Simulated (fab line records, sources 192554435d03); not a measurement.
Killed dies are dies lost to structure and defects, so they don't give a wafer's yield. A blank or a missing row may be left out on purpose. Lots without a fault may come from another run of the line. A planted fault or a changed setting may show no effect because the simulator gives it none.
One fault seen from 2 desks | flow n5_finfet | each desk has only its own numbers; what lay behind them comes last

THE METROLOGY DESK
What the gauges read, lot by lot, whatever tool the lot ran on: means of the sampled wafers that have a number. A lot is out of limits, marked OUT, if its mean lies more than 4 standard deviations from the usual mean; the brackets give that distance. Of its 11 readings 7 are shown: those that lie furthest out on some lot.
Columns: A = DIBL_N at N5_BEOL_M4_RC_MEAS_101, usual 37.2 mV/V; B = DIBL_P at N5_BEOL_M4_RC_MEAS_101, usual 37.3 mV/V; C = IOFF_N at N5_BEOL_M4_RC_MEAS_101, usual 0.18 nA/um; D = IOFF_P at N5_BEOL_M4_RC_MEAS_101, usual 0.24 nA/um; E = ION_P at N5_BEOL_M4_RC_MEAS_101, usual 466 uA/um; F = SS_P at N5_BEOL_M4_RC_MEAS_101, usual 73.5 mV/dec; G = VT_P at N5_BEOL_M4_RC_MEAS_101, usual -248 mV
lot  | first seen here | A    | B    | C    | D    | E   | F    | G
L692 | day 2 12:35     | 38.3 | 37.6 | 0.21 | 0.24 | 466 | 73.9 | -250
L697 | day 3 18:20     | 37.1 | 37.8 | 0.18 | 0.22 | 462 | 73.3 | -252
L699 | day 4 06:05     | 33.0 | 33.6 | 0.14 | 0.23 | 473 | 73.0 | -244
L707 | day 6 07:29     | 36.6 | 37.7 | 0.17 | 0.24 | 470 | 73.6 | -247
L708 | day 6 12:47     | 37.3 | 39.5 | 0.20 | 0.28 | 478 | 73.8 | -245
L713 | day 7 20:42     | 39.7 | 40.0 | 0.24 | 0.32 | 470 | 74.8 | -244
This desk's finding: nothing out of limits on any of the 6 lots.

THE TOOL OWNER'S DESK: rie_diel-05
The tool's own readings at N5_FIN_SAQP_SPACER2_ETCHBACK_29 (etches SiO2 in CHF3/O2, target depth 12.2 nm, time 6.1 s): means of the sampled wafers that have a number, for each lot that ran on this tool. A lot is out of limits, marked OUT, if its mean lies more than 4 standard deviations from the usual mean; the brackets give that distance.
Columns: A = drypump_motor_current_A at N5_FIN_SAQP_SPACER2_ETCHBACK_29, usual 5.6 A; B = oes_f_703_au at N5_FIN_SAQP_SPACER2_ETCHBACK_29, usual 0.78 a.u.; C = oes_product_au at N5_FIN_SAQP_SPACER2_ETCHBACK_29, usual 0.77 a.u.; D = rf_vpp_V at N5_FIN_SAQP_SPACER2_ETCHBACK_29, usual 528 V; E = showerhead_plenum_p_Torr at N5_FIN_SAQP_SPACER2_ETCHBACK_29, usual 2.42 Torr; F = throttle_valve_pct at N5_FIN_SAQP_SPACER2_ETCHBACK_29, usual 18.92 %
lot  | first seen here | A   | B    | C    | D   | E    | F
L697 | day 3 19:46     | 5.6 | 0.73 | 0.60 | 513 | 2.29 | 18.79
L699 | day 4 07:29     | 5.3 | 0.71 | 0.59 | 528 | 2.41 | 19.04
L713 | day 7 22:22     | 5.2 | 0.83 | 0.82 | 533 | 2.52 | 18.89
This desk's finding: nothing out of limits on any of the 3 lots.

PUT TOGETHER
The metrology desk saw nothing out of limits.
The tool owner's desk saw nothing out of limits.

WHAT THE SIMULATOR HAD PUT IN
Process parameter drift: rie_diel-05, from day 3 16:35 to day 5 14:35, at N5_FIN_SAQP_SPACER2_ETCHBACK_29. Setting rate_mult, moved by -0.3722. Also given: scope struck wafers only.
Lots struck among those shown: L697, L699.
